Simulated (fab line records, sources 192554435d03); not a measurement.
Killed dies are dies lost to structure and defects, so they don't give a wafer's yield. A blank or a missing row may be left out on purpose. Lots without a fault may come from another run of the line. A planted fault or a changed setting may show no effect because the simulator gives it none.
Which tool did it? | flow n5_finfet | 10 lots, 30 wafers sampled, at 5 steps of a route of 1938

WHAT THE GAUGES READ, wafer by wafer
N5_FIN_SAQP_THK_MEAS_05. Usual: thk_nm 38.2 nm, standard deviation 0.52.
lot  | measured    | on            | thk_nm (nm)    | flag
L823 | day 1 23:09 | film_metro-02 | 37.8 38.1 38.1 |
L825 | day 2 08:37 | film_metro-02 | 38.3 39.4 39.0 |
L826 | day 2 15:19 | film_metro-01 | 37.1 37.9 37.5 |
L831 | day 3 21:19 | film_metro-01 | 38.8 38.7 38.4 |
L833 | day 4 08:55 | film_metro-02 | 38.3 38.5 39.2 |
L834 | day 4 15:01 | film_metro-01 | 37.4 38.0 37.9 |
L836 | day 5 03:02 | film_metro-02 | 38.1 37.8 38.4 |
L837 | day 5 09:53 | film_metro-01 | 38.6 38.3 38.6 |
L840 | day 6 04:20 | film_metro-01 | 37.5 38.3 40.7 |
L843 | day 6 21:35 | film_metro-02 | 37.8 40.5 37.9 |

N5_FIN_SAQP_OVL_MEAS_17. Usual: FIN_CORE_OVL 0.5 nm, standard deviation 0.81.
lot  | measured    | on         | FIN_CORE_OVL (nm) | flag
L823 | day 1 23:58 | overlay-01 | -0.9 -0.8 -0.5    |
L825 | day 2 09:25 | overlay-01 | -0.9 0.2 0.0      |
L826 | day 2 16:04 | overlay-01 | 1.0 0.3 0.5       |
L831 | day 3 22:01 | overlay-01 | 0.5 0.4 1.1       |
L833 | day 4 09:35 | overlay-01 | 1.3 1.1 1.0       |
L834 | day 4 15:46 | overlay-02 | 0.4 0.1 -0.6      |
L836 | day 5 03:43 | overlay-02 | 1.2 1.6 2.0       |
L837 | day 5 11:28 | overlay-01 | 0.6 1.1 -0.1      |
L840 | day 6 05:01 | overlay-02 | -0.1 -0.3 -0.1    |
L843 | day 6 22:20 | overlay-01 | 0.2 0.0 0.4       |

WHICH TOOL RAN EACH LOT (tool, then ch and the chambers of the sampled wafers, then the start)
lot  | N5_WELL_APT_RTA_34              | N5_FIN_SAQP_HM_DEP_03          | N5_FIN_SAQP_HM_DEP_72
L823 | rtp_anneal-02 ch 0, day 1 16:58 | pecvd-04 ch 0,1,2, day 1 23:04 | pecvd-03 ch 0,1, day 1 23:28
L825 | rtp_anneal-01 ch 0, day 2 03:54 | pecvd-03 ch 1, day 2 08:29     | pecvd-04 ch 0,1,2, day 2 08:55
L826 | rtp_anneal-02 ch 0, day 2 09:44 | pecvd-04 ch 0,1, day 2 15:14   | pecvd-01 ch 1,2, day 2 15:35
L831 | rtp_anneal-01 ch 0, day 3 16:11 | pecvd-01 ch 1,2, day 3 21:14   | pecvd-01 ch 1,2, day 3 21:39
L833 | rtp_anneal-02 ch 0, day 4 03:52 | pecvd-01 ch 1,2, day 4 08:47   | pecvd-04 ch 0,1,2, day 4 09:14
L834 | rtp_anneal-01 ch 0, day 4 09:51 | pecvd-01 ch 1,2, day 4 14:53   | pecvd-03 ch 1, day 4 15:15
L836 | rtp_anneal-01 ch 0, day 4 21:50 | pecvd-01 ch 1,2, day 5 02:55   | pecvd-04 ch 0,1, day 5 03:21
L837 | rtp_anneal-02 ch 0, day 5 03:45 | pecvd-03 ch 0,1, day 5 09:47   | pecvd-03 ch 0,1, day 5 10:13
L840 | rtp_anneal-02 ch 0, day 5 22:00 | pecvd-03 ch 0,1,2, day 6 04:14 | pecvd-04 ch 0,2, day 6 04:39
L843 | rtp_anneal-01 ch 0, day 6 15:56 | pecvd-03 ch 0,1,2, day 6 21:31 | pecvd-04 ch 0,1,2, day 6 21:50
- N5_WELL_APT_RTA_34: time 10 s.
- N5_FIN_SAQP_HM_DEP_03: deposits SiNx from SiH4/NH3/N2, target thk 38 nm, time 33.6 s.
- N5_FIN_SAQP_HM_DEP_72: deposits SiO2 from SiH4/N2O, target thk 12 nm, time 7.2 s.

WHAT THE TOOLS THEMSELVES READ (means of the sampled wafers that have a number; where no wafer has one, the mark that the record gives instead)
N5_WELL_APT_RTA_34. Usual: lamp_power_pct 13.00 %, standard deviation 0.06; wafer_temp_C_max 1003.5, standard deviation 1.1.
lot  | tool          | lamp_power_pct (%) | wafer_temp_C_max | flag
L823 | rtp_anneal-02 | 12.98              | 1003.1           |
L825 | rtp_anneal-01 | 13.02              | 1003.4           |
L826 | rtp_anneal-02 | 12.98              | 1003.2           |
L831 | rtp_anneal-01 | 13.05              | 1003.5           |
L833 | rtp_anneal-02 | 12.96              | 1003.6           |
L834 | rtp_anneal-01 | 13.01              | 1002.6           |
L836 | rtp_anneal-01 | 12.97              | 1003.2           |
L837 | rtp_anneal-02 | 12.97              | 1004.6           |
L840 | rtp_anneal-02 | 13.07              | 1002.9           |
L843 | rtp_anneal-01 | 13.00              | 1003.4           |

N5_FIN_SAQP_HM_DEP_03. Usual: heater_power_w 711 W, standard deviation 65; showerhead_plenum_p_Torr 5.16 Torr, standard deviation 0.053; throttle_valve_pct 40.0 %, standard deviation 1.5.
lot  | tool     | heater_power_w (W) | showerhead_plenum_p_Torr (Torr) | throttle_valve_pct (%) | flag
L823 | pecvd-04 | 724                | 5.15                            | 40.0                   |
L825 | pecvd-03 | 662                | 5.18                            | 39.7                   |
L826 | pecvd-04 | 721                | 5.10                            | 40.5                   |
L831 | pecvd-01 | 661                | 5.19                            | 39.7                   |
L833 | pecvd-01 | 701                | 5.20                            | 39.5                   |
L834 | pecvd-01 | 665                | 5.18                            | 39.4                   |
L836 | pecvd-01 | 631                | 5.19                            | 39.6                   |
L837 | pecvd-03 | 739                | 5.19                            | 40.5                   |
L840 | pecvd-03 | 777                | 5.18                            | 40.7                   |
L843 | pecvd-03 | 712                | 5.18                            | 40.9                   |

N5_FIN_SAQP_HM_DEP_72. Usual: heater_power_w 725 W, standard deviation 73; showerhead_plenum_p_Torr 8.21 Torr, standard deviation 0.11.
lot  | tool     | heater_power_w (W) | showerhead_plenum_p_Torr (Torr) | flag
L823 | pecvd-03 | 772                | 8.24                            |
L825 | pecvd-04 | 703                | 8.16                            |
L826 | pecvd-01 | 701                | 8.19                            |
L831 | pecvd-01 | 664                | 8.20                            |
L833 | pecvd-04 | 692                | 8.15                            |
L834 | pecvd-03 | 658                | 8.23                            |
L836 | pecvd-04 | 779                | 8.18                            |
L837 | pecvd-03 | 714                | 8.24                            |
L840 | pecvd-04 | 691                | 8.04                            |
L843 | pecvd-04 | 693                | 8.16                            |

THE ANSWER, worked out from the rows above alone
Rule: a lot is off if the mean of its wafers that have a number lies more than 3 standard deviations from the usual mean. A lot without any number at a reading at which 4 lots or more have one is off too. The other lots that the step has rows for count as sound. The gauges are gone through in route order, then the tools' own readings, and for those a lot's mean is taken as printed above. The first step at which some lot is off is used, and at that step the reading that is off furthest; a lot without a number counts as furthest.
No lot is off at any reading shown: from this, nothing can be told.

WHAT THE SIMULATOR HAD PUT IN
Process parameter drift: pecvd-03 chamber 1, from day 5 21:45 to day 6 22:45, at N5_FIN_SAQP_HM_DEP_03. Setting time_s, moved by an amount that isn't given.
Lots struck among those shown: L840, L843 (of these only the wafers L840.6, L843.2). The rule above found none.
